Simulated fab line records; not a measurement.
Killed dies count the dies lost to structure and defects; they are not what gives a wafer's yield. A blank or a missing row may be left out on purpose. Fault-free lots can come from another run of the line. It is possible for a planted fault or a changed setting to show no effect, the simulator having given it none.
Which tool was responsible? :: flow n5Finfet :: 24 lots, 72 wafers sampled, at 6 steps of a route of 1938

## WHAT EACH GAUGE READ, for each wafer
N5_BEOL_M5_INSPECT_30: inspects for defects (brightfield). Usual: rawDefectCount at 411, with a standard deviation of 87.
lot: L074
measured: day 7 19:29
on: defectInspect-02
rawDefectCount: 404 443 462
flag: 

lot: L076
measured: day 8 11:31
on: defectInspect-01
rawDefectCount: 386 452 408
flag: 

lot: L075
measured: day 8 16:49
on: defectInspect-01
rawDefectCount: 436 534 480
flag: 

lot: L077
measured: day 8 18:15
on: defectInspect-02
rawDefectCount: 516 525 589
flag: 

lot: L078
measured: day 8 18:50
on: defectInspect-02
rawDefectCount: 475 362 329
flag: 

lot: L079
measured: day 8 23:07
on: defectInspect-01
rawDefectCount: 357 322 350
flag: 

lot: L081
measured: day 9 11:04
on: defectInspect-02
rawDefectCount: 454 398 437
flag: 

lot: L080
measured: day 9 13:49
on: defectInspect-02
rawDefectCount: 444 352 473
flag: 

lot: L082
measured: day 9 19:56
on: defectInspect-01
rawDefectCount: 366 561 706
flag: 

lot: L084
measured: day 10 10:16
on: defectInspect-01
rawDefectCount: 322 348 433
flag: 

lot: L083
measured: day 10 10:47
on: defectInspect-02
rawDefectCount: 414 316 522
flag: 

lot: L085
measured: day 10 15:54
on: defectInspect-01
rawDefectCount: 341 356 342
flag: 

lot: L086
measured: day 10 18:31
on: defectInspect-01
rawDefectCount: 360 479 451
flag: 

lot: L087
measured: day 11 14:30
on: defectInspect-02
rawDefectCount: 325 268 376
flag: 

lot: L088
measured: day 11 18:41
on: defectInspect-02
rawDefectCount: 492 496 574
flag: 

lot: L089
measured: day 11 22:41
on: defectInspect-02
rawDefectCount: 278 341 291
flag: 

lot: L090
measured: day 12 01:21
on: defectInspect-02
rawDefectCount: 518 482 616
flag: 

lot: L091
measured: day 12 04:50
on: defectInspect-02
rawDefectCount: 386 297 453
flag: 

lot: L093
measured: day 12 08:25
on: defectInspect-01
rawDefectCount: 403 349 367
flag: 

lot: L092
measured: day 12 12:28
on: defectInspect-02
rawDefectCount: 406 227 447
flag: 

lot: L094
measured: day 13 04:07
on: defectInspect-02
rawDefectCount: 575 358 284
flag: 

lot: L095
measured: day 13 12:13
on: defectInspect-01
rawDefectCount: 470 416 450
flag: 

lot: L096
measured: day 13 16:11
on: defectInspect-01
rawDefectCount: 367 255 304
flag: 

lot: L097
measured: day 13 16:14
on: defectInspect-02
rawDefectCount: 651 412 327
flag: 

N5_BEOL_M5_CD_MEAS_35: target cd 28 nm, target cd y 24 nm. Usual: cdNm at 28.1 nm, with a standard deviation of 0.34.
lot: L074
measured: day 7 20:09
on: cdSem-02
cdNm (nm): 27.7 27.7 28.0
flag: 

lot: L076
measured: day 8 12:11
on: cdSem-02
cdNm (nm): 28.3 27.9 28.4
flag: 

lot: L075
measured: day 8 17:35
on: cdSem-03
cdNm (nm): 27.7 28.1 28.5
flag: 

lot: L077
measured: day 8 18:53
on: cdSem-01
cdNm (nm): 28.5 28.3 28.0
flag: 

lot: L078
measured: day 8 19:37
on: cdSem-01
cdNm (nm): 28.1 28.0 28.3
flag: 

lot: L079
measured: day 8 23:43
on: cdSem-02
cdNm (nm): 28.7 28.4 28.1
flag: 

lot: L081
measured: day 9 11:41
on: cdSem-03
cdNm (nm): 27.7 28.2 27.6
flag: 

lot: L080
measured: day 9 14:26
on: cdSem-01
cdNm (nm): 28.6 28.1 28.0
flag: 

lot: L082
measured: day 9 20:38
on: cdSem-02
cdNm (nm): 27.8 28.0 28.2
flag: 

lot: L084
measured: day 10 10:52
on: cdSem-03
cdNm (nm): 28.3 28.2 28.0
flag: 

lot: L083
measured: day 10 11:55
on: cdSem-03
cdNm (nm): 27.8 28.2 28.5
flag: 

lot: L085
measured: day 10 16:46
on: cdSem-03
cdNm (nm): 27.9 27.9 27.9
flag: 

lot: L086
measured: day 10 19:07
on: cdSem-03
cdNm (nm): 28.1 27.5 28.1
flag: 

lot: L087
measured: day 11 15:07
on: cdSem-01
cdNm (nm): 27.9 27.8 28.7
flag: 

lot: L088
measured: day 11 19:17
on: cdSem-01
cdNm (nm): 28.4 28.5 28.5
flag: 

lot: L089
measured: day 11 23:38
on: cdSem-03
cdNm (nm): 28.0 28.1 28.5
flag: 

lot: L090
measured: day 12 02:55
on: cdSem-01
cdNm (nm): 27.9 28.7 28.7
flag: 

lot: L091
measured: day 12 05:32
on: cdSem-03
cdNm (nm): 27.3 28.3 27.9
flag: 

lot: L093
measured: day 12 09:07
on: cdSem-03
cdNm (nm): 28.0 27.8 28.1
flag: 

lot: L092
measured: day 12 13:14
on: cdSem-02
cdNm (nm): 28.1 29.0 28.1
flag: 

lot: L094
measured: day 13 04:58
on: cdSem-02
cdNm (nm): 27.7 27.4 28.2
flag: 

lot: L095
measured: day 13 12:49
on: cdSem-03
cdNm (nm): 27.9 28.6 27.6
flag: 

lot: L096
measured: day 13 16:48
on: cdSem-01
cdNm (nm): 27.7 27.9 28.0
flag: 

lot: L097
measured: day 13 17:10
on: cdSem-03
cdNm (nm): 28.4 28.4 28.6
flag: 

N5_BEOL_M6_INSPECT_30: inspects for defects (brightfield). Usual: rawDefectCount at 428, with a standard deviation of 110.
lot: L074
measured: day 8 07:58
on: defectInspect-01
rawDefectCount: 285 285 336
flag: 

lot: L076
measured: day 8 23:20
on: defectInspect-02
rawDefectCount: 383 603 563
flag: 

lot: L075
measured: day 9 05:08
on: defectInspect-01
rawDefectCount: 342 275 279
flag: 

lot: L077
measured: day 9 08:43
on: defectInspect-02
rawDefectCount: 340 238 315
flag: 

lot: L078
measured: day 9 08:46
on: defectInspect-02
rawDefectCount: 399 377 353
flag: 

lot: L079
measured: day 9 10:49
on: defectInspect-02
rawDefectCount: 738 540 449
flag: 

lot: L081
measured: day 9 23:38
on: defectInspect-02
rawDefectCount: 459 562 484
flag: 

lot: L080
measured: day 10 01:29
on: defectInspect-02
rawDefectCount: 267 305 356
flag: 

lot: L082
measured: day 10 09:05
on: defectInspect-02
rawDefectCount: 499 422 367
flag: 

lot: L084
measured: day 10 22:12
on: defectInspect-01
rawDefectCount: 382 436 436
flag: 

lot: L083
measured: day 11 02:04
on: defectInspect-01
rawDefectCount: 353 306 328
flag: 

lot: L085
measured: day 11 05:33
on: defectInspect-01
rawDefectCount: 363 577 472
flag: 

lot: L086
measured: day 11 08:05
on: defectInspect-02
rawDefectCount: 350 405 286
flag: 

lot: L087
measured: day 12 01:13
on: defectInspect-02
rawDefectCount: 394 371 313
flag: 

lot: L088
measured: day 12 05:00
on: defectInspect-02
rawDefectCount: 662 547 482
flag: 

lot: L089
measured: day 12 12:20
on: defectInspect-01
rawDefectCount: 324 402 251
flag: 

lot: L090
measured: day 12 19:06
on: defectInspect-02
rawDefectCount: 438 532 485
flag: 

lot: L091
measured: day 12 18:56
on: defectInspect-01
rawDefectCount: 517 621 538
flag: 

lot: L093
measured: day 12 21:02
on: defectInspect-02
rawDefectCount: 516 795 702
flag: 

lot: L092
measured: day 12 23:23
on: defectInspect-01
rawDefectCount: 418 516 535
flag: 

lot: L094
measured: day 13 20:41
on: defectInspect-01
rawDefectCount: 459 351 422
flag: 

lot: L095
measured: day 14 01:04
on: defectInspect-02
rawDefectCount: 350 423 424
flag: 

lot: L096
measured: day 14 04:13
on: defectInspect-02
rawDefectCount: 451 479 361
flag: 

lot: L097
measured: day 14 07:06
on: defectInspect-01
rawDefectCount: 360 405 351
flag: 

## WHICH TOOL RAN EACH LOT (tool, then ch and the chambers of the sampled wafers, then the start)
lot: L074
N5_BEOL_M5_STRIP_91: rieDiel-02 ch 0,1,2, day 7 20:09 or earlier
N5_BEOL_M5_PRE_CLEAN_77: cvdCo-01 ch 0,1, day 8 03:01
N5_BEOL_M6_ETCH_62: rieDiel-03 ch 1,3, day 8 06:57

lot: L076
N5_BEOL_M5_STRIP_91: rieDiel-05 ch 0,2,3, day 8 12:11 or earlier
N5_BEOL_M5_PRE_CLEAN_77: cvdCo-02 ch 1,2, day 8 19:05
N5_BEOL_M6_ETCH_62: rieDiel-03 ch 2,3, day 8 22:17

lot: L075
N5_BEOL_M5_STRIP_91: rieDiel-05 ch 0,2, day 8 17:35 or earlier
N5_BEOL_M5_PRE_CLEAN_77: cvdCo-02 ch 1,2, day 9 00:17
N5_BEOL_M6_ETCH_62: rieDiel-03 ch 1,2, day 9 02:55

lot: L077
N5_BEOL_M5_STRIP_91: rieDiel-02 ch 0,1,3, day 8 18:53 or earlier
N5_BEOL_M5_PRE_CLEAN_77: cvdCo-01 ch 0,2, day 9 02:43
N5_BEOL_M6_ETCH_62: rieDiel-06 ch 1,2,3, day 9 07:00

lot: L078
N5_BEOL_M5_STRIP_91: rieDiel-02 ch 0,1,3, day 8 19:37 or earlier
N5_BEOL_M5_PRE_CLEAN_77: cvdCo-02 ch 1,2, day 9 03:19
N5_BEOL_M6_ETCH_62: rieDiel-06 ch 1,2,3, day 9 07:16

lot: L079
N5_BEOL_M5_STRIP_91: rieDiel-05 ch 0,1, day 8 23:43 or earlier
N5_BEOL_M5_PRE_CLEAN_77: cvdCo-01 ch 0,1,2, day 9 06:34
N5_BEOL_M6_ETCH_62: rieDiel-06 ch 1,2, day 9 09:56

lot: L081
N5_BEOL_M5_STRIP_91: rieDiel-02 ch 0,2,3, day 9 11:41 or earlier
N5_BEOL_M5_PRE_CLEAN_77: cvdCo-02 ch 1,2, day 9 18:01
N5_BEOL_M6_ETCH_62: rieDiel-06 ch 0,2,3, day 9 19:37

lot: L080
N5_BEOL_M5_STRIP_91: rieDiel-02 ch 0,1,3, day 9 14:26 or earlier
N5_BEOL_M5_PRE_CLEAN_77: cvdCo-01 ch 0,1, day 9 21:32
N5_BEOL_M6_ETCH_62: rieDiel-01 ch 1,2,3, day 10 00:41

lot: L082
N5_BEOL_M5_STRIP_91: rieDiel-05 ch 1,2,3, day 9 20:38 or earlier
N5_BEOL_M5_PRE_CLEAN_77: cvdCo-01 ch 1,2, day 10 04:50
N5_BEOL_M6_ETCH_62: rieDiel-01 ch 2,3, day 10 08:04

lot: L084
N5_BEOL_M5_STRIP_91: rieDiel-04 ch 0,3, day 10 10:52 or earlier
N5_BEOL_M5_PRE_CLEAN_77: cvdCo-02 ch 0,1,2, day 10 17:04
N5_BEOL_M6_ETCH_62: rieDiel-06 ch 2,3, day 10 19:10

lot: L083
N5_BEOL_M5_STRIP_91: rieDiel-04 ch 0,1,2, day 10 11:55 or earlier
N5_BEOL_M5_PRE_CLEAN_77: cvdCo-01 ch 0,1,2, day 10 19:34
N5_BEOL_M6_ETCH_62: rieDiel-03 ch 1,2,3, day 10 23:53

lot: L085
N5_BEOL_M5_STRIP_91: rieDiel-04 ch 0,3, day 10 16:46 or earlier
N5_BEOL_M5_PRE_CLEAN_77: cvdCo-01 ch 0,2, day 10 23:57
N5_BEOL_M6_ETCH_62: rieDiel-06 ch 1,3, day 11 03:28

lot: L086
N5_BEOL_M5_STRIP_91: rieDiel-02 ch 1,2,3, day 10 19:07 or earlier
N5_BEOL_M5_PRE_CLEAN_77: cvdCo-01 ch 0,2, day 11 03:28
N5_BEOL_M6_ETCH_62: rieDiel-03 ch 1,3, day 11 07:02

lot: L087
N5_BEOL_M5_STRIP_91: rieDiel-02 ch 0,2, day 11 15:07 or earlier
N5_BEOL_M5_PRE_CLEAN_77: cvdCo-02 ch 0,1,2, day 11 21:20
N5_BEOL_M6_ETCH_62: rieDiel-03 ch 1,2, day 12 00:03

lot: L088
N5_BEOL_M5_STRIP_91: rieDiel-05 ch 0,1,3, day 11 19:17 or earlier
N5_BEOL_M5_PRE_CLEAN_77: cvdCo-01 ch 0,2, day 12 01:31
N5_BEOL_M6_ETCH_62: rieDiel-03 ch 1,2, day 12 03:22

lot: L089
N5_BEOL_M5_STRIP_91: rieDiel-04 ch 0,1, day 11 23:38 or earlier
N5_BEOL_M5_PRE_CLEAN_77: cvdCo-01 ch 0,1,2, day 12 07:20
N5_BEOL_M6_ETCH_62: rieDiel-06 ch 2,3, day 12 09:58

lot: L090
N5_BEOL_M5_STRIP_91: rieDiel-05 ch 0,1, day 12 02:55 or earlier
N5_BEOL_M5_PRE_CLEAN_77: cvdCo-01 ch 0,1,2, day 12 10:01
N5_BEOL_M6_ETCH_62: rieDiel-06 ch 0,2,3, day 12 14:04

lot: L091
N5_BEOL_M5_STRIP_91: rieDiel-02 ch 0,1, day 12 05:32 or earlier
N5_BEOL_M5_PRE_CLEAN_77: cvdCo-01 ch 0,1,2, day 12 12:18
N5_BEOL_M6_ETCH_62: rieDiel-06 ch 2,3, day 12 14:26

lot: L093
N5_BEOL_M5_STRIP_91: rieDiel-02 ch 0,1,2, day 12 09:07 or earlier
N5_BEOL_M5_PRE_CLEAN_77: cvdCo-02 ch 0,1,2, day 12 15:59
N5_BEOL_M6_ETCH_62: rieDiel-01 ch 0,1, day 12 20:13

lot: L092
N5_BEOL_M5_STRIP_91: rieDiel-05 ch 0,2, day 12 13:14 or earlier
N5_BEOL_M5_PRE_CLEAN_77: cvdCo-01 ch 0,1,2, day 12 20:07
N5_BEOL_M6_ETCH_62: rieDiel-03 ch 1,2,3, day 12 22:16

lot: L094
N5_BEOL_M5_STRIP_91: rieDiel-04 ch 0,1,2, day 13 04:58 or earlier
N5_BEOL_M5_PRE_CLEAN_77: cvdCo-01 ch 0,1,2, day 13 13:44
N5_BEOL_M6_ETCH_62: rieDiel-06 ch 0,2,3, day 13 17:40

lot: L095
N5_BEOL_M5_STRIP_91: rieDiel-05 ch 0,2, day 13 12:49 or earlier
N5_BEOL_M5_PRE_CLEAN_77: cvdCo-02 ch 1,2, day 13 20:16
N5_BEOL_M6_ETCH_62: rieDiel-01 ch 1,2,3, day 13 23:44

lot: L096
N5_BEOL_M5_STRIP_91: rieDiel-05 ch 2,3, day 13 16:48 or earlier
N5_BEOL_M5_PRE_CLEAN_77: cvdCo-01 ch 0,1,2, day 13 23:20
N5_BEOL_M6_ETCH_62: rieDiel-01 ch 1,2,3, day 14 02:27

lot: L097
N5_BEOL_M5_STRIP_91: rieDiel-02 ch 0,1,2, day 13 17:10 or earlier
N5_BEOL_M5_PRE_CLEAN_77: cvdCo-02 ch 0,1, day 14 01:25
N5_BEOL_M6_ETCH_62: rieDiel-06 ch 0,2, day 14 05:43
- N5_BEOL_M5_STRIP_91: strips in N2/H2, time 10 s.
- N5_BEOL_M5_PRE_CLEAN_77: time 15 s.
- N5_BEOL_M6_ETCH_62: etches SOC in N2/H2, target depth 110 nm, overetch 22 nm, time 165 s.

## WHAT THE TOOLS THEMSELVES READ (means of the sampled wafers that have a number; where no wafer has one, the mark that the record gives instead)
N5_BEOL_M5_STRIP_91. Usual: drypumpMotorCurrentA 5.9 A, standard deviation 0.39; oesProductAu 0.76 a.u., standard deviation 0.08; rfVppV 59.1 V, standard deviation 0.83; showerheadPlenumPTorr 2.53 Torr, standard deviation 0.077; throttleValvePct 23.6 %, standard deviation 0.34.
lot: L074
tool: rieDiel-02
drypumpMotorCurrentA (A): 6.0
oesProductAu (a.u.): 0.74
rfVppV (V): 59.6
showerheadPlenumPTorr (Torr): 2.53
throttleValvePct (%): 23.9
flag: 

lot: L076
tool: rieDiel-05
drypumpMotorCurrentA (A): 5.9
oesProductAu (a.u.): 0.78
rfVppV (V): 59.0
showerheadPlenumPTorr (Torr): 2.55
throttleValvePct (%): 23.5
flag: 

lot: L075
tool: rieDiel-05
drypumpMotorCurrentA (A): 5.8
oesProductAu (a.u.): 0.79
rfVppV (V): 60.2
showerheadPlenumPTorr (Torr): 2.59
throttleValvePct (%): 23.7
flag: 

lot: L077
tool: rieDiel-02
drypumpMotorCurrentA (A): 5.9
oesProductAu (a.u.): 0.75
rfVppV (V): 59.6
showerheadPlenumPTorr (Torr): 2.49
throttleValvePct (%): 23.8
flag: 

lot: L078
tool: rieDiel-02
drypumpMotorCurrentA (A): 5.9
oesProductAu (a.u.): 0.74
rfVppV (V): 58.5
showerheadPlenumPTorr (Torr): 2.49
throttleValvePct (%): 23.8
flag: 

lot: L079
tool: rieDiel-05
drypumpMotorCurrentA (A): 6.2
oesProductAu (a.u.): 0.78
rfVppV (V): 58.9
showerheadPlenumPTorr (Torr): 2.58
throttleValvePct (%): 23.8
flag: 

lot: L081
tool: rieDiel-02
drypumpMotorCurrentA (A): 6.0
oesProductAu (a.u.): 0.72
rfVppV (V): 58.6
showerheadPlenumPTorr (Torr): 2.55
throttleValvePct (%): 23.7
flag: 

lot: L080
tool: rieDiel-02
drypumpMotorCurrentA (A): 5.9
oesProductAu (a.u.): 0.74
rfVppV (V): 58.1
showerheadPlenumPTorr (Torr): 2.49
throttleValvePct (%): 23.8
flag: 

lot: L082
tool: rieDiel-05
drypumpMotorCurrentA (A): 5.9
oesProductAu (a.u.): 0.72
rfVppV (V): 59.0
showerheadPlenumPTorr (Torr): 2.56
throttleValvePct (%): 23.5
flag: 

lot: L084
tool: rieDiel-04
drypumpMotorCurrentA (A): 5.2
oesProductAu (a.u.): 0.80
rfVppV (V): 59.4
showerheadPlenumPTorr (Torr): 2.44
throttleValvePct (%): 23.3
flag: 

lot: L083
tool: rieDiel-04
drypumpMotorCurrentA (A): 5.6
oesProductAu (a.u.): 0.77
rfVppV (V): 59.5
showerheadPlenumPTorr (Torr): 2.50
throttleValvePct (%): 23.6
flag: 

lot: L085
tool: rieDiel-04
drypumpMotorCurrentA (A): 5.3
oesProductAu (a.u.): 0.88
rfVppV (V): 60.1
showerheadPlenumPTorr (Torr): 2.46
throttleValvePct (%): 23.1
flag: 

lot: L086
tool: rieDiel-02
drypumpMotorCurrentA (A): 6.0
oesProductAu (a.u.): 0.72
rfVppV (V): 59.4
showerheadPlenumPTorr (Torr): 2.53
throttleValvePct (%): 23.9
flag: 

lot: L087
tool: rieDiel-02
drypumpMotorCurrentA (A): 6.0
oesProductAu (a.u.): 0.71
rfVppV (V): 59.3
showerheadPlenumPTorr (Torr): 2.54
throttleValvePct (%): 23.8
flag: 

lot: L088
tool: rieDiel-05
drypumpMotorCurrentA (A): 6.2
oesProductAu (a.u.): 0.74
rfVppV (V): 59.3
showerheadPlenumPTorr (Torr): 2.53
throttleValvePct (%): 23.6
flag: 

lot: L089
tool: rieDiel-04
drypumpMotorCurrentA (A): 5.2
oesProductAu (a.u.): 0.75
rfVppV (V): 58.8
showerheadPlenumPTorr (Torr): 2.47
throttleValvePct (%): 23.6
flag: 

lot: L090
tool: rieDiel-05
drypumpMotorCurrentA (A): 6.2
oesProductAu (a.u.): 0.70
rfVppV (V): 58.5
showerheadPlenumPTorr (Torr): 2.59
throttleValvePct (%): 23.7
flag: 

lot: L091
tool: rieDiel-02
drypumpMotorCurrentA (A): 5.8
oesProductAu (a.u.): 0.73
rfVppV (V): 59.1
showerheadPlenumPTorr (Torr): 2.48
throttleValvePct (%): 23.9
flag: 

lot: L093
tool: rieDiel-02
drypumpMotorCurrentA (A): 6.0
oesProductAu (a.u.): 0.72
rfVppV (V): 58.3
showerheadPlenumPTorr (Torr): 2.52
throttleValvePct (%): 23.9
flag: 

lot: L092
tool: rieDiel-05
drypumpMotorCurrentA (A): 5.6
oesProductAu (a.u.): 0.72
rfVppV (V): 59.3
showerheadPlenumPTorr (Torr): 2.60
throttleValvePct (%): 23.6
flag: 

lot: L094
tool: rieDiel-04
drypumpMotorCurrentA (A): 5.5
oesProductAu (a.u.): 0.76
rfVppV (V): 59.1
showerheadPlenumPTorr (Torr): 2.50
throttleValvePct (%): 23.6
flag: 

lot: L095
tool: rieDiel-05
drypumpMotorCurrentA (A): 5.6
oesProductAu (a.u.): 0.71
rfVppV (V): 59.5
showerheadPlenumPTorr (Torr): 2.60
throttleValvePct (%): 23.6
flag: 

lot: L096
tool: rieDiel-05
drypumpMotorCurrentA (A): 5.6
oesProductAu (a.u.): 0.70
rfVppV (V): 58.2
showerheadPlenumPTorr (Torr): 2.56
throttleValvePct (%): 23.4
flag: 

lot: L097
tool: rieDiel-02
drypumpMotorCurrentA (A): 6.0
oesProductAu (a.u.): 0.71
rfVppV (V): 59.3
showerheadPlenumPTorr (Torr): 2.51
throttleValvePct (%): 23.9
flag: 

N5_BEOL_M5_PRE_CLEAN_77. Usual: heaterPowerOuterW 19 W, standard deviation 8.6; heaterPowerW 80 W, standard deviation 11.
lot: L074
tool: cvdCo-01
heaterPowerOuterW (W): 23
heaterPowerW (W): 92
flag: 

lot: L076
tool: cvdCo-02
heaterPowerOuterW (W): 4
heaterPowerW (W): 61
flag: 

lot: L075
tool: cvdCo-02
heaterPowerOuterW (W): 5
heaterPowerW (W): 65
flag: 

lot: L077
tool: cvdCo-01
heaterPowerOuterW (W): 20
heaterPowerW (W): 81
flag: 

lot: L078
tool: cvdCo-02
heaterPowerOuterW (W): 6
heaterPowerW (W): 64
flag: 

lot: L079
tool: cvdCo-01
heaterPowerOuterW (W): 21
heaterPowerW (W): 86
flag: 

lot: L081
tool: cvdCo-02
heaterPowerOuterW (W): 5
heaterPowerW (W): 66
flag: 

lot: L080
tool: cvdCo-01
heaterPowerOuterW (W): 23
heaterPowerW (W): 90
flag: 

lot: L082
tool: cvdCo-01
heaterPowerOuterW (W): 21
heaterPowerW (W): 83
flag: 

lot: L084
tool: cvdCo-02
heaterPowerOuterW (W): 14
heaterPowerW (W): 72
flag: 

lot: L083
tool: cvdCo-01
heaterPowerOuterW (W): 21
heaterPowerW (W): 84
flag: 

lot: L085
tool: cvdCo-01
heaterPowerOuterW (W): 21
heaterPowerW (W): 86
flag: 

lot: L086
tool: cvdCo-01
heaterPowerOuterW (W): 21
heaterPowerW (W): 86
flag: 

lot: L087
tool: cvdCo-02
heaterPowerOuterW (W): 14
heaterPowerW (W): 73
flag: 

lot: L088
tool: cvdCo-01
heaterPowerOuterW (W): 22
heaterPowerW (W): 87
flag: 

lot: L089
tool: cvdCo-01
heaterPowerOuterW (W): 22
heaterPowerW (W): 85
flag: 

lot: L090
tool: cvdCo-01
heaterPowerOuterW (W): 21
heaterPowerW (W): 87
flag: 

lot: L091
tool: cvdCo-01
heaterPowerOuterW (W): 21
heaterPowerW (W): 86
flag: 

lot: L093
tool: cvdCo-02
heaterPowerOuterW (W): 14
heaterPowerW (W): 73
flag: 

lot: L092
tool: cvdCo-01
heaterPowerOuterW (W): 21
heaterPowerW (W): 85
flag: 

lot: L094
tool: cvdCo-01
heaterPowerOuterW (W): 21
heaterPowerW (W): 85
flag: 

lot: L095
tool: cvdCo-02
heaterPowerOuterW (W): 6
heaterPowerW (W): 65
flag: 

lot: L096
tool: cvdCo-01
heaterPowerOuterW (W): 21
heaterPowerW (W): 86
flag: 

lot: L097
tool: cvdCo-02
heaterPowerOuterW (W): 15
heaterPowerW (W): 76
flag: 

N5_BEOL_M6_ETCH_62. Usual: drypumpMotorCurrentA 5.4 A, standard deviation 0.49; oesProductAu 0.66 a.u., standard deviation 0.051; rfVppV 523.3 V, standard deviation 2.5; showerheadPlenumPTorr 2.52 Torr, standard deviation 0.085; throttleValvePct 17.86 %, standard deviation 0.25.
lot: L074
tool: rieDiel-03
drypumpMotorCurrentA (A): 5.1
oesProductAu (a.u.): 0.72
rfVppV (V): 522.3
showerheadPlenumPTorr (Torr): 2.50
throttleValvePct (%): 17.48
flag: 

lot: L076
tool: rieDiel-03
drypumpMotorCurrentA (A): 5.8
oesProductAu (a.u.): 0.73
rfVppV (V): 523.7
showerheadPlenumPTorr (Torr): 2.52
throttleValvePct (%): 17.79
flag: 

lot: L075
tool: rieDiel-03
drypumpMotorCurrentA (A): 5.5
oesProductAu (a.u.): 0.63
rfVppV (V): 520.8
showerheadPlenumPTorr (Torr): 2.42
throttleValvePct (%): 17.80
flag: 

lot: L077
tool: rieDiel-06
drypumpMotorCurrentA (A): 5.2
oesProductAu (a.u.): 0.68
rfVppV (V): 523.0
showerheadPlenumPTorr (Torr): 2.50
throttleValvePct (%): 17.83
flag: 

lot: L078
tool: rieDiel-06
drypumpMotorCurrentA (A): 5.2
oesProductAu (a.u.): 0.67
rfVppV (V): 522.0
showerheadPlenumPTorr (Torr): 2.50
throttleValvePct (%): 17.82
flag: 

lot: L079
tool: rieDiel-06
drypumpMotorCurrentA (A): 5.3
oesProductAu (a.u.): 0.66
rfVppV (V): 523.5
showerheadPlenumPTorr (Torr): 2.52
throttleValvePct (%): 17.83
flag: 

lot: L081
tool: rieDiel-06
drypumpMotorCurrentA (A): 5.1
oesProductAu (a.u.): 0.65
rfVppV (V): 523.3
showerheadPlenumPTorr (Torr): 2.52
throttleValvePct (%): 17.98
flag: 

lot: L080
tool: rieDiel-01
drypumpMotorCurrentA (A): 5.8
oesProductAu (a.u.): 0.71
rfVppV (V): 526.0
showerheadPlenumPTorr (Torr): 2.62
throttleValvePct (%): 17.80
flag: 

lot: L082
tool: rieDiel-01
drypumpMotorCurrentA (A): 6.1
oesProductAu (a.u.): 0.69
rfVppV (V): 527.0
showerheadPlenumPTorr (Torr): 2.68
throttleValvePct (%): 17.77
flag: 

lot: L084
tool: rieDiel-06
drypumpMotorCurrentA (A): 5.1
oesProductAu (a.u.): 0.67
rfVppV (V): 521.0
showerheadPlenumPTorr (Torr): 2.46
throttleValvePct (%): 17.95
flag: 

lot: L083
tool: rieDiel-03
drypumpMotorCurrentA (A): 5.5
oesProductAu (a.u.): 0.67
rfVppV (V): 522.5
showerheadPlenumPTorr (Torr): 2.48
throttleValvePct (%): 17.74
flag: 

lot: L085
tool: rieDiel-06
drypumpMotorCurrentA (A): 5.2
oesProductAu (a.u.): 0.66
rfVppV (V): 523.6
showerheadPlenumPTorr (Torr): 2.52
throttleValvePct (%): 17.75
flag: 

lot: L086
tool: rieDiel-03
drypumpMotorCurrentA (A): 5.2
oesProductAu (a.u.): 0.69
rfVppV (V): 521.6
showerheadPlenumPTorr (Torr): 2.49
throttleValvePct (%): 17.53
flag: 

lot: L087
tool: rieDiel-03
drypumpMotorCurrentA (A): 5.2
oesProductAu (a.u.): 0.63
rfVppV (V): 521.1
showerheadPlenumPTorr (Torr): 2.43
throttleValvePct (%): 17.64
flag: 

lot: L088
tool: rieDiel-03
drypumpMotorCurrentA (A): 5.5
oesProductAu (a.u.): 0.61
rfVppV (V): 520.2
showerheadPlenumPTorr (Torr): 2.41
throttleValvePct (%): 17.86
flag: 

lot: L089
tool: rieDiel-06
drypumpMotorCurrentA (A): 5.1
oesProductAu (a.u.): 0.66
rfVppV (V): 521.9
showerheadPlenumPTorr (Torr): 2.46
throttleValvePct (%): 17.97
flag: 

lot: L090
tool: rieDiel-06
drypumpMotorCurrentA (A): 5.1
oesProductAu (a.u.): 0.64
rfVppV (V): 522.5
showerheadPlenumPTorr (Torr): 2.51
throttleValvePct (%): 18.04
flag: 

lot: L091
tool: rieDiel-06
drypumpMotorCurrentA (A): 5.0
oesProductAu (a.u.): 0.66
rfVppV (V): 521.5
showerheadPlenumPTorr (Torr): 2.46
throttleValvePct (%): 17.87
flag: 

lot: L093
tool: rieDiel-01
drypumpMotorCurrentA (A): 5.7
oesProductAu (a.u.): 0.69
rfVppV (V): 522.0
showerheadPlenumPTorr (Torr): 2.48
throttleValvePct (%): 17.82
flag: 

lot: L092
tool: rieDiel-03
drypumpMotorCurrentA (A): 5.5
oesProductAu (a.u.): 0.66
rfVppV (V): 521.5
showerheadPlenumPTorr (Torr): 2.47
throttleValvePct (%): 17.75
flag: 

lot: L094
tool: rieDiel-06
drypumpMotorCurrentA (A): 5.0
oesProductAu (a.u.): 0.63
rfVppV (V): 522.9
showerheadPlenumPTorr (Torr): 2.51
throttleValvePct (%): 18.04
flag: 

lot: L095
tool: rieDiel-01
drypumpMotorCurrentA (A): 5.8
oesProductAu (a.u.): 0.68
rfVppV (V): 525.4
showerheadPlenumPTorr (Torr): 2.60
throttleValvePct (%): 17.85
flag: 

lot: L096
tool: rieDiel-01
drypumpMotorCurrentA (A): 5.8
oesProductAu (a.u.): 0.68
rfVppV (V): 524.8
showerheadPlenumPTorr (Torr): 2.60
throttleValvePct (%): 17.86
flag: 

lot: L097
tool: rieDiel-06
drypumpMotorCurrentA (A): 5.1
oesProductAu (a.u.): 0.61
rfVppV (V): 524.9
showerheadPlenumPTorr (Torr): 2.56
throttleValvePct (%): 18.21
flag: 

## THE ANSWER, worked out from the rows above alone
Rule: a lot counts as off when the mean over its wafers that have a number is more than 3 standard deviations away from the usual mean. A lot without any number at a reading at which 4 lots or more have one is off too. The other lots that the step has rows for count as sound. First the gauges in route order, then the tools' own readings, where a lot's mean is used as printed above. The first step at which some lot is off is used, and at that step the reading that is off furthest; a lot without a number counts as furthest.
None of the lots is off at any reading shown; this tells nothing.

## WHAT WAS PUT IN BY THE SIMULATOR
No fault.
